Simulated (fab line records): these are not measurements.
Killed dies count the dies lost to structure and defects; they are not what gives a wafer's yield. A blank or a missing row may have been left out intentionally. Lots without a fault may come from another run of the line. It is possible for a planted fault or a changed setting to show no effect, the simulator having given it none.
fab line records	flow n5-finfet
record lots=5	wafers=15	last-day=18
route steps=1938 shown BEOL_M9@1410 PASSIVATION@1936
lots with no fault: from the same line, run without faults
start-h: hours from the record's opening day to when the first of the lot's shown wafers began	wait-h: time in hours since the lot's previous step	" the same as in the row above	L1.1+2: several wafers, shown together as one row	- no value, or no start was given	* or withheld: withheld	< > ~ a bound
route shown NAME@n: a module of which the file shows steps, and the number in the route of the first	usual: mean/standard deviation of fault-free wafers	same: alike in all rows	chamber/n: place in a boat	sites: readings site by site	_std_site: how widely they spread, as a standard deviation	_edge_site: the outer-site mean with the inner-site mean subtracted	radius-mm: how far each site lies from the wafer's centre	mask NAME#n: copy n	behind: tool/chamber where the wafer was last shaped	hold: why the lot went on hold/how many hours it stayed there/how the hold came to an end	device: the transistor (n, p or np) that didn't switch	end of line: the route-end tests of the same wafers	a step given without rows: its recipe and nothing more	killed: dies that structure and defects cost at the first sort, which is not the same as the wafer's yield	map: a wafer's dies, x killed, . not, _ none there
set.NAME: the setting the step ran with; set.NAME@STEP: the setting that earlier step ran with	model.NAME: the simulator's own value behind a step, which no gauge read
a table for each step, a row for each wafer; lots at some steps of the route
services: from which hour (start-h, from the record's first day; less than 0 if before it) a tool's chamber was out of use, for how many hours, and why
## steps
# step N5_BEOL_M9_SOFTBAKE_06
# recipe temp-c=110	time-s=60	resist=CAR-ArF
# step N5_BEOL_M9_EXPOSE_08
# recipe mask-id=M9	na=1.35	source-shape=dipole	sigma-inner=0.411	sigma-outer=0.611	polarization=te	dose-mj=53.75
# step N5_BEOL_M9_PEB_09
# recipe peb-temp-c=withheld	peb-time-s=60	resist=CAR-ArF
# step N5_BEOL_M9_DEVELOP_10
# recipe develop-time-s=30	developer=TMAH	resist=CAR-ArF	rinse-liquid=diw	dry=air-spin	dev-temp-c=23
# step N5_BEOL_M9_CD_MEAS_11
# recipe target-cd-nm=64.1	landing-energy-ev=500	detector=se-inlens	polarity=opening
# usual cd-nm=64.4/0.54
lot.wafer	tool	chamber	start-h	wait-h	cd-nm
L225.1	cd-sem-01	0	199.27	-	64.4
L225.3	"	0	"	"	63.5
L225.5	"	0	"	"	64.4
L226.2	cd-sem-03	0	228.84	-	65.9
L226.3	"	0	"	"	65.6
L226.5	"	0	"	"	64.8
L240.1	cd-sem-03	0	304.64	-	64.5
L240.2	"	0	"	"	65.0
L240.3	"	0	"	"	65.2
L245.2	cd-sem-03	0	341.40	-	65.3
L245.3	"	0	"	"	64.9
L245.4	"	0	"	"	64.8
L247.3	cd-sem-02	0	368.11	-	64.1
L247.4	"	0	"	"	64.1
L247.6	"	0	"	"	64.2
# step N5_BEOL_M9_OVL_MEAS_12
# recipe points-per-wafer=44
# usual M9_OVL=-0.3/0.78
lot.wafer	tool	chamber	start-h	wait-h	M9_OVL[nm]
L225.1	overlay-02	0	199.31	0.0	-0.3
L225.3	"	0	"	"	-1.0
L225.5	"	0	"	"	-0.1
L226.2	overlay-02	0	228.87	0.0	-0.5
L226.3	"	0	"	"	-0.8
L226.5	"	0	"	"	-1.1
L240.1	overlay-02	0	304.67	0.0	1.1
L240.2	"	0	"	"	-0.1
L240.3	"	0	"	"	1.0
L245.2	overlay-02	0	341.43	0.0	-0.3
L245.3	"	0	"	"	-1.3
L245.4	"	0	"	"	-0.8
L247.3	overlay-01	0	368.14	0.0	0.1
L247.4	"	0	"	"	-1.3
L247.6	"	0	"	"	-0.8
# step N5_BEOL_M9_INSPECT_13
# recipe mode=adi	inspect-instrument=brightfield
# usual raw-defect-count=390/86
lot.wafer	tool	chamber	start-h	wait-h	raw-defect-count
L225.1	defect-inspect-02	-	199.34	0.0	464
L225.3	"	-	"	"	698
L225.5	"	-	"	"	335
L226.2	defect-inspect-01	-	228.89	0.0	412
L226.3	"	-	"	"	312
L226.5	"	-	"	"	322
L240.1	defect-inspect-02	-	304.69	0.0	383
L240.2	"	-	"	"	389
L240.3	"	-	"	"	431
L245.2	defect-inspect-02	-	341.45	0.0	297
L245.3	"	-	"	"	278
L245.4	"	-	"	"	286
L247.3	defect-inspect-02	-	368.17	0.0	216
L247.4	"	-	"	"	354
L247.6	"	-	"	"	301
# step N5_BEOL_M9_DESCUM_16
# recipe chemistry=O2	time-s=7.9	source-power-w=50	bias-power-w=20	pressure-mtorr=20	rf-frequency-hz=2.712e+07	temp-c=40	resist=CAR-ArF	o2-flow-sccm=225
# usual drypump-motor-current-A=5.8/0.34	oes-product-au=0.77/0.085	rf-vpp-V=243.0/1.3	showerhead-plenum-p-Torr=2.08/0.084	throttle-valve-pct=20.39/0.21
# same time-s=7.9
lot.wafer	tool	chamber	start-h	wait-h	drypump-motor-current-A	oes-product-au	rf-hours-counter-h	rf-vpp-V	showerhead-plenum-p-Torr	throttle-valve-pct
L225.1	rie-diel-04	3	199.37	0.0	6.3	0.86	54	246.2	2.23	20.58
L225.3	"	1	"	"	5.2	0.67	242	242.9	2.16	20.67
L225.5	"	1	"	"	5.2	0.67	-	243.3	2.16	20.66
L226.2	rie-diel-04	0	228.92	0.0	5.5	0.69	230	241.6	1.97	20.56
L226.3	"	3	"	"	6.2	0.84	62	244.7	2.23	20.61
L226.5	"	2	"	"	5.8	0.74	-	242.7	2.06	20.27
L240.1	rie-diel-02	3	304.72	0.0	4.9	0.70	240	242.2	1.99	20.95
L240.2	"	2	"	"	5.9	0.74	179	242.9	2.08	20.67
L240.3	"	1	"	"	6.3	0.91	23	244.0	2.02	19.99
L245.2	rie-diel-04	3	341.49	0.0	6.3	0.81	98	245.0	2.22	20.66
L245.3	"	2	"	"	5.8	0.70	214	244.5	2.05	20.33
L245.4	"	0	"	"	5.5	0.99	4	245.1	2.22	20.15
L247.3	rie-diel-03	2	368.28	0.1	6.0	0.73	221	241.1	1.98	20.54
L247.4	"	3	"	"	5.5	0.67	239	243.1	2.15	20.52
L247.6	"	1	"	"	5.7	0.73	-	242.7	2.07	20.24
# step N5_BEOL_M9_ETCH_61
# recipe chemistry=CF4	target=SiARC	target-depth-a=390	mask-material=CAR-ArF	time-s=65	ion-energy-ev=80	pressure-mtorr=40	source-w=545	bias-w=36	Ar_flow_sccm=100	cf4-flow-sccm=100	ends=cleared
# usual drypump-motor-current-A=5.8/0.34	etch-rf-on-time-s=65.4/1.2	mfc-ar-sccm=99.95/0.28	oes-product-au=0.66/0.07	rf-vpp-V=184.0/1.2	showerhead-plenum-p-Torr=2.14/0.075	throttle-valve-pct=15.61/0.2
lot.wafer	tool	chamber	start-h	wait-h	drypump-motor-current-A	etch-rf-on-time-s	mfc-ar-sccm	oes-product-au	rf-hours-counter-h	rf-vpp-V	showerhead-plenum-p-Torr	throttle-valve-pct
L225.1	rie-diel-04	3	199.40	0.0	6.3	66.0	100.09	0.72	54	186.4	2.27	15.60
L225.3	"	1	"	"	5.2	67.4	99.59	0.57	242	184.5	2.19	15.74
L225.5	"	1	"	"	5.2	67.1	99.52	0.57	-	185.7	2.19	15.75
L226.2	rie-diel-04	0	228.96	0.0	5.5	66.3	100.06	0.60	230	182.6	2.03	15.83
L226.3	"	3	"	"	6.3	66.3	99.97	0.71	62	186.6	2.27	15.61
L226.5	"	2	"	"	5.8	65.4	99.95	0.62	-	182.1	2.14	15.67
L240.1	rie-diel-02	3	304.76	0.0	4.9	62.2	100.18	0.62	240	183.2	2.03	16.08
L240.2	"	2	"	"	5.8	64.4	99.95	0.63	179	183.3	2.14	15.90
L240.3	"	1	"	"	6.3	64.5	100.16	0.78	23	184.5	2.10	15.26
L245.2	rie-diel-04	3	341.52	0.0	6.3	66.7	99.71	0.68	98	184.8	2.25	15.69
L245.3	"	2	"	"	5.8	65.4	99.71	0.60	214	183.7	2.12	15.76
L245.4	"	0	"	"	5.5	62.7	100.05	0.85	4	186.4	2.27	15.36
L247.3	rie-diel-03	2	368.32	0.0	6.0	65.3	100.18	0.61	221	181.9	2.04	15.81
L247.4	"	3	"	"	5.5	66.9	99.91	0.57	239	183.9	2.20	15.78
L247.6	"	1	"	"	5.7	64.8	100.11	0.63	-	182.6	2.13	15.52
# step N5_BEOL_M9_ETCH_62
# recipe chemistry=N2/H2	target=SOC	target-depth-a=1100	overetch-a=220	mask-material=SiARC	temp-c=40	time-s=165	ion-energy-ev=200	pressure-mtorr=30	source-w=840	bias-w=150	n2-flow-sccm=200	h2-flow-sccm=200
# usual drypump-motor-current-A=5.8/0.34	oes-product-au=0.66/0.067	rf-vpp-V=523.6/2.7	showerhead-plenum-p-Torr=2.54/0.095	throttle-valve-pct=17.84/0.19
# same time-s=165
lot.wafer	tool	chamber	start-h	wait-h	drypump-motor-current-A	oes-product-au	rf-hours-counter-h	rf-vpp-V	showerhead-plenum-p-Torr	throttle-valve-pct
L225.1	rie-diel-04	3	199.45	0.0	6.3	0.72	55	527.6	2.69	17.89
L225.3	"	1	"	"	5.2	0.57	242	525.0	2.62	18.09
L225.5	"	1	"	"	5.2	0.57	-	523.9	2.62	18.10
L226.2	rie-diel-04	0	229.01	0.0	5.5	0.59	230	519.3	2.41	18.16
L226.3	"	3	"	"	6.3	0.72	62	528.8	2.69	17.90
L226.5	"	2	"	"	5.8	0.61	-	523.8	2.52	17.72
L240.1	rie-diel-02	3	304.81	0.0	4.9	0.60	240	519.6	2.40	18.16
L240.2	"	2	"	"	5.8	0.62	179	524.6	2.53	18.18
L240.3	"	1	"	"	6.3	0.77	23	522.8	2.48	17.43
L245.2	rie-diel-04	3	341.57	0.0	6.3	0.68	98	528.0	2.67	17.94
L245.3	"	2	"	"	5.8	0.60	214	524.8	2.51	17.78
L245.4	"	0	"	"	5.5	0.82	5	530.5	2.72	17.74
L247.3	rie-diel-03	2	368.37	0.0	6.0	0.62	221	517.8	2.42	18.06
L247.4	"	3	"	"	5.6	0.57	239	525.3	2.62	17.92
L247.6	"	1	"	"	5.7	0.63	-	522.7	2.52	17.71
# step N5_BEOL_M9_STRIP_68
# recipe chemistry=N2/H2	temp-c=40	n2-flow-sccm=200	h2-flow-sccm=200	rf-frequency-hz=6e+07
# step N5_BEOL_M9_STRIP_67
# recipe chemistry=CF4	resist=SiARC	power-w=300	bias-power-w=75	pressure-mtorr=50	cf4-flow-sccm=150	rf-frequency-hz=6e+07
# usual drypump-motor-current-A=5.8/0.34	oes-product-au=0.78/0.079	power-w=300.0/0.94	rf-vpp-V=271.1/1.6	showerhead-plenum-p-Torr=1.79/0.061	throttle-valve-pct=13.58/0.24
lot.wafer	tool	chamber	start-h	wait-h	drypump-motor-current-A	oes-product-au	power-w	rf-hours-counter-h	rf-vpp-V	showerhead-plenum-p-Torr	throttle-valve-pct
L225.1	rie-diel-04	3	199.60	0.0	6.3	0.85	300.1	55	272.4	1.90	13.52
L225.3	"	1	"	"	5.2	0.68	300.3	242	273.2	1.82	13.70
L225.5	"	1	"	"	5.2	0.67	298.8	-	271.5	1.82	13.71
L226.2	rie-diel-04	0	229.16	0.0	5.5	0.70	299.1	230	266.8	1.69	13.80
L226.3	"	3	"	"	6.3	0.85	298.1	62	273.8	1.90	13.53
L226.5	"	2	"	"	5.8	0.73	299.5	-	271.9	1.79	13.65
L240.1	rie-diel-02	3	304.96	0.0	4.9	0.71	299.7	240	269.4	1.72	14.10
L240.2	"	2	"	"	5.8	0.74	299.3	179	272.1	1.78	13.85
L240.3	"	1	"	"	6.3	0.91	299.0	23	269.1	1.74	13.14
L245.2	rie-diel-04	3	341.72	0.0	6.3	0.80	301.5	98	271.7	1.88	13.63
L245.3	"	2	"	"	5.8	0.70	299.9	214	271.0	1.78	13.75
L245.4	"	0	"	"	5.5	0.97	299.5	5	272.7	1.89	13.28
L247.3	rie-diel-03	2	368.51	0.0	6.0	0.73	300.6	221	270.0	1.72	13.85
L247.4	"	3	"	"	5.5	0.68	300.1	239	272.5	1.84	13.80
L247.6	"	1	"	"	5.7	0.73	300.7	-	271.4	1.77	13.49
# step N5_BEOL_M9_HM_OPEN_17
# recipe chemistry=Cl2/BCl3	target-depth-a=200	overetch-a=60	target=TiN	mask-material=SOC	ion-energy-ev=150	pressure-mtorr=10	icp-w=1000	bias-w=126	Cl2_flow_sccm=53.25	bcl3-flow-sccm=21.75	Ar_flow_sccm=25
# usual drypump-motor-current-A=6.0/0.36	mfc-ar-sccm=25.01/0.073	oes-product-au=0.67/0.05	throttle-valve-pct=22.10/0.21
lot.wafer	tool	chamber	start-h	wait-h	drypump-motor-current-A	mfc-ar-sccm	oes-product-au	rf-hours-counter-h	throttle-valve-pct
L225.1	rie-metal-02	1	199.64	0.0	6.2	24.97	0.76	8	22.34
L225.3	"	1	"	"	6.2	25.01	0.76	-	22.35
L225.5	"	0	"	"	6.1	25.02	0.75	-	22.11
L226.2	rie-metal-01	1	229.20	0.0	6.1	24.98	0.69	36	22.23
L226.3	"	1	"	"	6.1	25.00	0.68	-	22.24
L226.5	"	0	"	"	5.3	24.99	0.65	-	21.76
L240.1	rie-metal-01	0	305.00	0.0	5.3	25.06	0.64	50	21.74
L240.2	"	1	"	"	6.1	25.04	0.67	44	22.22
L240.3	"	0	"	"	5.3	25.13	0.64	-	21.74
L245.2	rie-metal-02	1	341.76	0.0	6.2	25.17	0.70	20	22.38
L245.3	"	0	"	"	6.1	25.09	0.70	-	22.15
L245.4	"	1	"	"	6.1	25.09	0.69	-	22.40
L247.3	rie-metal-02	0	368.58	0.1	6.1	24.80	0.70	-	22.14
L247.4	"	1	"	"	6.2	24.90	0.69	-	22.41
L247.6	"	1	"	"	6.2	24.94	0.70	-	22.39
# step N5_BEOL_M9_STRIP_19
# recipe chemistry=O2	power-w=400	temp-c=40	pressure-mtorr=30	rf-frequency-hz=6e+07	bias-power-w=0	overash-fraction=0.2	o2-flow-sccm=225
# step N5_BEOL_M9_CD_MEAS_18
# recipe pitch-nm=140	target-cd-nm=70
# usual cd-nm=70.1/0.61
lot.wafer	tool	chamber	start-h	wait-h	cd-nm
L225.1	cd-sem-01	-	199.83	0.0	69.8
L225.3	"	-	"	"	68.8
L225.5	"	-	"	"	69.9
L226.2	cd-sem-03	-	229.38	0.1	71.4
L226.3	"	-	"	"	71.1
L226.5	"	-	"	"	71.0
L240.1	cd-sem-02	-	305.18	0.0	70.1
L240.2	"	-	"	"	70.9
L240.3	"	-	"	"	71.2
L245.2	cd-sem-01	-	341.94	0.1	70.8
L245.3	"	-	"	"	70.5
L245.4	"	-	"	"	71.0
L247.3	cd-sem-02	-	368.74	0.1	69.4
L247.4	"	-	"	"	70.4
L247.6	"	-	"	"	70.2
# step N5_BEOL_M9_COAT_63
# recipe resist=SOC	temp-c=250	time-s=60	spin-rpm=1500	resist-thk-nm=60
# step N5_BEOL_M9_COAT_64
# recipe resist=SiARC	temp-c=220	time-s=60	spin-rpm=1500	resist-thk-nm=12
# step N5_BEOL_M9_COAT_75
# recipe resist=underlayer	temp-c=205	time-s=60	spin-rpm=1500	resist-thk-nm=5
# step N5_BEOL_M9_COAT_22
# recipe resist=CAR-EUV	spin-rpm=1500	resist-thk-nm=30
# step N5_BEOL_M9_EBR_24
# recipe solvent=PGMEA	ebr-width-mm=1.5
# step N5_BEOL_M9_SOFTBAKE_23
# recipe temp-c=110	time-s=60	resist=CAR-EUV
# step N5_BEOL_M9_EXPOSE_25
# recipe mask-id=V8	na=0.33	source-shape=annular	sigma-inner=0.4	sigma-outer=0.8	polarization=unpolarized	dose-mj=37.25
# step N5_BEOL_M9_PEB_26
# recipe peb-temp-c=100	peb-time-s=60	resist=CAR-EUV
# step N5_BEOL_M9_DEVELOP_27
# recipe develop-time-s=30	developer=TMAH	resist=CAR-EUV	rinse-liquid=surfactant-rinse	dry=air-spin	dev-temp-c=23
# step N5_BEOL_M9_CD_MEAS_28
# recipe target-cd-nm=70	landing-energy-ev=500	detector=se-inlens	polarity=opening
# usual cd-nm=69.98/0.28
lot.wafer	tool	chamber	start-h	wait-h	cd-nm
L225.1	cd-sem-03	0	202.38	-	70.05
L225.3	"	0	"	"	69.95
L225.5	"	0	"	"	70.21
L226.2	cd-sem-03	0	231.12	-	70.06
L226.3	"	0	"	"	69.79
L226.5	"	0	"	"	69.78
L240.1	cd-sem-01	0	306.50	-	69.78
L240.2	"	0	"	"	69.84
L240.3	"	0	"	"	69.44
L245.2	cd-sem-01	0	342.88	-	70.02
L245.3	"	0	"	"	70.26
L245.4	"	0	"	"	70.02
L247.3	cd-sem-01	0	372.72	-	69.81
L247.4	"	0	"	"	69.60
L247.6	"	0	"	"	69.88
# step N5_BEOL_M9_OVL_MEAS_29
# recipe points-per-wafer=522
# usual V8_OVL=0.2/0.57
lot.wafer	tool	chamber	start-h	wait-h	V8_OVL[nm]
L225.1	overlay-01	0	202.41	0.0	0.0
L225.3	"	0	"	"	0.5
L225.5	"	0	"	"	0.6
L226.2	overlay-01	0	231.15	0.0	0.4
L226.3	"	0	"	"	-0.2
L226.5	"	0	"	"	-0.1
L240.1	overlay-02	0	306.53	0.0	-0.7
L240.2	"	0	"	"	-0.4
L240.3	"	0	"	"	-0.2
L245.2	overlay-01	0	342.91	0.0	0.3
L245.3	"	0	"	"	0.6
L245.4	"	0	"	"	0.1
L247.3	overlay-01	0	372.76	0.0	0.2
L247.4	"	0	"	"	0.0
L247.6	"	0	"	"	0.2
# step N5_BEOL_M9_INSPECT_30
# recipe mode=adi	inspect-instrument=brightfield
# usual raw-defect-count=395/90
lot.wafer	tool	chamber	start-h	wait-h	raw-defect-count
L225.1	defect-inspect-01	-	202.47	0.1	418
L225.3	"	-	"	"	654
L225.5	"	-	"	"	303
L226.2	defect-inspect-02	-	231.20	0.0	473
L226.3	"	-	"	"	372
L226.5	"	-	"	"	345
L240.1	defect-inspect-01	-	306.59	0.1	326
L240.2	"	-	"	"	732
L240.3	"	-	"	"	398
L245.2	defect-inspect-01	-	342.96	0.0	289
L245.3	"	-	"	"	271
L245.4	"	-	"	"	280
L247.3	defect-inspect-02	-	372.81	0.0	217
L247.4	"	-	"	"	353
L247.6	"	-	"	"	320
# step N5_BEOL_M9_DESCUM_33
# recipe chemistry=O2	time-s=7	source-power-w=50	bias-power-w=20	pressure-mtorr=20	rf-frequency-hz=2.712e+07	temp-c=40	resist=CAR-EUV	o2-flow-sccm=225
# usual drypump-motor-current-A=5.7/0.43	oes-product-au=0.80/0.099	rf-vpp-V=243.1/1.4	showerhead-plenum-p-Torr=2.09/0.082	throttle-valve-pct=20.42/0.27
# same time-s=7
lot.wafer	tool	chamber	start-h	wait-h	drypump-motor-current-A	oes-product-au	rf-hours-counter-h	rf-vpp-V	showerhead-plenum-p-Torr	throttle-valve-pct
L225.1	rie-diel-04	0	202.50	0.0	5.5	0.70	225	241.5	1.97	20.53
L225.3	"	2	"	"	5.8	0.74	170	242.2	2.06	20.26
L225.5	"	0	"	"	5.5	0.69	-	241.9	1.97	20.53
L226.2	rie-diel-02	3	231.24	0.0	4.9	0.71	220	239.9	2.00	20.92
L226.3	"	0	"	"	5.7	0.93	13	243.3	2.14	20.19
L226.5	"	1	"	"	6.4	0.99	-	242.6	2.03	19.95
L240.1	rie-diel-02	1	306.62	0.0	6.3	0.91	24	243.2	2.02	19.99
L240.2	"	2	"	"	5.8	0.73	180	243.9	2.08	20.70
L240.3	"	3	"	"	4.9	0.71	241	240.8	1.99	20.97
L245.2	rie-diel-02	2	343.00	0.0	5.9	0.72	194	242.5	2.08	20.71
L245.3	"	1	"	"	6.3	0.89	38	243.2	2.02	20.01
L245.4	"	3	"	"	4.9	0.98	1	245.1	2.25	20.55
L247.3	rie-diel-03	3	372.84	0.0	5.5	0.65	240	243.5	2.15	20.50
L247.4	"	0	"	"	5.9	0.80	105	241.1	2.00	20.18
L247.6	"	0	"	"	5.9	0.80	-	243.2	2.00	20.19
# step N5_PASSIVATION_PROBE_49
# usual defect-limited-yield=91.2/1.4	killed_at_M0_to_M3=35/11	killed_at_M4_up=14/5.6	killed-at-contacts=12/5.6	killed-at-front-end=38/11	killed-at-other=4/3.4	killed-dies=103/17	killed-on-rim=13/3.5	killed-open=68/12	killed-short=33/8.8	sort_bin_5_function=5.1/0.89	sort_bin_6_memory=3.3/0.71	sort-n-pass=1077/17	sort-yield-pct=91.2/1.4
# same gross-dies=1180	killed-at-back-side=0	sort_bin_4_leakage[%]=0	sort_bin_8_speed[%]=0
lot.wafer	tool	chamber	start-h	wait-h	defect-limited-yield[%]	killed_at_M0_to_M3	killed_at_M4_up	killed-at-contacts	killed-at-front-end	killed-at-other	killed-dies	killed-on-rim	killed-open	killed-short	sort_bin_5_function[%]	sort_bin_6_memory[%]	sort-n-pass	sort-yield-pct[%]
L225.1	prober-01	-	266.82	0.0	91.9	25	17	19	34	1	96	9	74	20	4.1	3.7	1084	91.9
L225.3	prober-01	-	266.92	0.1	92.5	20	8	18	39	3	88	15	54	32	4.4	2.6	1092	92.5
L225.5	prober-01	-	267.02	0.2	94.7	17	5	13	28	0	63	2	39	23	3.5	1.8	1117	94.7
L240.1	prober-01	-	374.63	0.0	92.6	32	14	15	24	2	87	14	55	31	4.0	3.2	1093	92.6
L240.2	prober-01	-	374.68	0.1	87.1	16	87	13	34	2	152	31	54	21	8.1	3.2	1028	87.1
L240.3	prober-01	-	374.73	0.1	92.2	31	11	15	30	5	92	6	60	30	4.9	2.5	1088	92.2
# killed by level:class
L225.1 MOL_CONTACT_COAG:geometric-particle:open=16 FIN_SAQP:geometric-particle:open=10 BEOL_M1:geometric-particle:open=8 BEOL_M2:geometric-particle:open=7 BEOL_M5:geometric-particle:open=6 GATE_CUT:geometric-particle:short=5 FIN_SAQP:geometric-particle:short=4 BEOL_M4:geometric-particle:open=4
L225.3 MOL_CONTACT_COAG:geometric-particle:open=13 FIN_SAQP:geometric-particle:short=8 FIN_SAQP:geometric-particle:open=7 BEOL_M2:geometric-particle:open=6 MOL_CONTACT_COAG:geometric-particle:short=5 GATE_CUT:geometric-particle:open=4 BEOL_M0_SAQP:geometric-particle:short=4 STARTING-WAFER:geometric-particle:short=4
L225.5 MOL_CONTACT_COAG:geometric-particle:open=11 FIN_SAQP:geometric-particle:short=6 STI_FIN_REVEAL:geometric-particle:open=5 BEOL_M0_SAQP:geometric-particle:short=5 BEOL_M2:geometric-particle:open=5 FIN_SAQP:geometric-particle:open=4 GATE_CUT:geometric-particle:short=4 BEOL_M1:geometric-particle:open=3
L240.1 MOL_CONTACT_COAG:geometric-particle:open=13 BEOL_M2:geometric-particle:open=9 BEOL_M2:geometric-particle:short=9 BEOL_M4:geometric-particle:open=7 BEOL_M3:geometric-particle:open=5 ILD0:geometric-particle:open=4 BEOL_M0_SAQP:geometric-particle:short=4 ILD0:geometric-particle:short=3
L240.2 BEOL_M9:unspecified=76 MOL_CONTACT_COAG:geometric-particle:open=11 STI_FIN_REVEAL:geometric-particle:open=8 DUMMY_GATE:geometric-particle:open=7 BEOL_M1:geometric-particle:open=5 GATE_CUT:geometric-particle:short=4 BEOL_M0_SAQP:geometric-particle:open=4 FIN_SAQP:geometric-particle:short=3
L240.3 BEOL_M1:geometric-particle:open=14 MOL_CONTACT_COAG:geometric-particle:open=13 GATE_CUT:geometric-particle:short=5 BEOL_M4:geometric-particle:open=5 STARTING-WAFER:geometric-particle:short=5 BEOL_M0_SAQP:geometric-particle:open=4 STI_FIN_REVEAL:geometric-particle:open=3 DUMMY_GATE:geometric-particle:open=3
# map L240.2 (x killed, . not)
_________________............________________
______________.................._____________
___________.....................x..__________
__________.........................._________
________...................x.........._______
_______......x.....x.............x.x.x.______
______...x.................x.x.........x_____
_____....x.x.....x.......................____
____..........x.....x....x...x........x...___
___................................x.......__
___......x.....................x.....x..x.x__
__............x..x....x............xx......._
__...xx..x.................................._
_..........x..x.......................x......
_..................x..x.......x.............x
_...................x........................
_.............x.........x.x..................
_.........................................x.x
_.........................x.x................
_............x...............................
_...........................................x
__......................x...........x......._
__.........................................._
___........x.......x......x..x..x.....x....__
___.......................................x__
____......x......x.x............x..x....x.___
_____..................x..x.xxxx.xx......____
______...x........x..x.....xxx.xxx..xx.._____
_______........x........xxxxxxxxxx.xx..______
________..x..x............xxxxxxxxxxxx_______
__________..............xxxxxxxxxxxx_________
___________.........xx.x.xxxxxxxxxx__________
______________..........xxxxxxxx_____________
_________________.x.x.xxx.xxx________________
# map L226.5 (x killed, . not)
_________________........x...________________
______________..x.......x....x.._____________
___________..x......x.......x.....x__________
__________x........xx.x............._________
________.x....x........x.............._______
_______.......x......x.........xx.....x______
______...x....x....x.x..x..............x_____
_____...x..........x..........x....x.....____
____........x.x.........x..x..x..........x___
___.x.x.x..x.....x...................x.xx..__
___x..x.....x...x....x....x.....x....x.x..x__
__...x..................x..................._
__...........xxx.............x..x..........._
_.........x...............x..................
_...................x......x...............x.
_.............................x..........x.xx
_....x.....x..............x..................
_...x....xxx.x.x..........x.......x..x...x...
_...............x.....x...............x....x.
_.........x..............xx........x.x.......
_...............x....................x.......
__...x.x.........x.....x......x....x...x...._
__....................x....................._
___.......x........x...........x..xx.......__
___...................xx............x......__
____...............x.......x...x..........___
_____...x......x...x.................xx.x____
______..........x..x...............x..x._____
_______...........................xx...______
________..x................x.........._______
__________.x.......xx......x...x...._________
___________........................__________
______________.................x_____________
_________________.......x..x.________________
## services
tool	chamber	start-h	hours	kind
rie-diel-04	0	176.83	7.2	repair
rie-diel-02	1	194.32	-	clean
rie-diel-02	1	194.32	-	consumable-replace:focus-ring
rie-diel-02	1	194.32	25.5	scheduled-down
rie-diel-02	1	194.32	25.5	vent-cycle
rie-diel-04	0	204.06	8.8	repair
rie-diel-04	1	225.88	-	clean
rie-diel-04	1	225.88	-	consumable-replace:focus-ring
rie-diel-04	1	225.88	31.8	scheduled-down
rie-diel-04	1	225.88	31.8	vent-cycle
rie-metal-02	-	233.82	14.6	pm
rie-diel-02	1	257.11	6.0	repair
rie-diel-04	0	284.54	18.3	repair
rie-diel-02	3	293.80	6.4	repair
rie-diel-04	0	307.97	-	clean
rie-diel-04	0	307.97	-	consumable-replace:focus-ring
rie-diel-04	0	307.97	-	consumable-replace:showerhead
rie-diel-04	0	307.97	12.6	scheduled-down
rie-diel-04	0	307.97	12.6	vent-cycle
rie-diel-03	0	318.87	4.7	repair
rie-diel-02	3	325.04	-	clean
rie-diel-03	0	325.59	3.4	repair
rie-metal-02	-	346.79	0.3	repair
rie-diel-04	1	350.14	7.9	repair
## key
first-sign step=N5_BEOL_M9_INSPECT_30	reading=raw-defect-count	direction=up	sigmas=3.7	usual=395	struck=732
effect step=N5_PASSIVATION_PROBE_49	reading=killed_at_M4_up	direction=up	sigmas=13	usual=14	struck=87
more-kills-born-at N5_BEOL_M9_HM_OPEN_17@rie-metal-01=76
met-at N5_BEOL_M9_HM_OPEN_17
struck-wafers L240.2
onset-between 229.20 305.00
fault kind=chamber-particle-source	tool=rie-metal-01	chamber=1	onset-h=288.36	steps=N5_BEOL_M9_HM_OPEN_17	rate-per-visit-cm2=0.57797	end-h=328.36
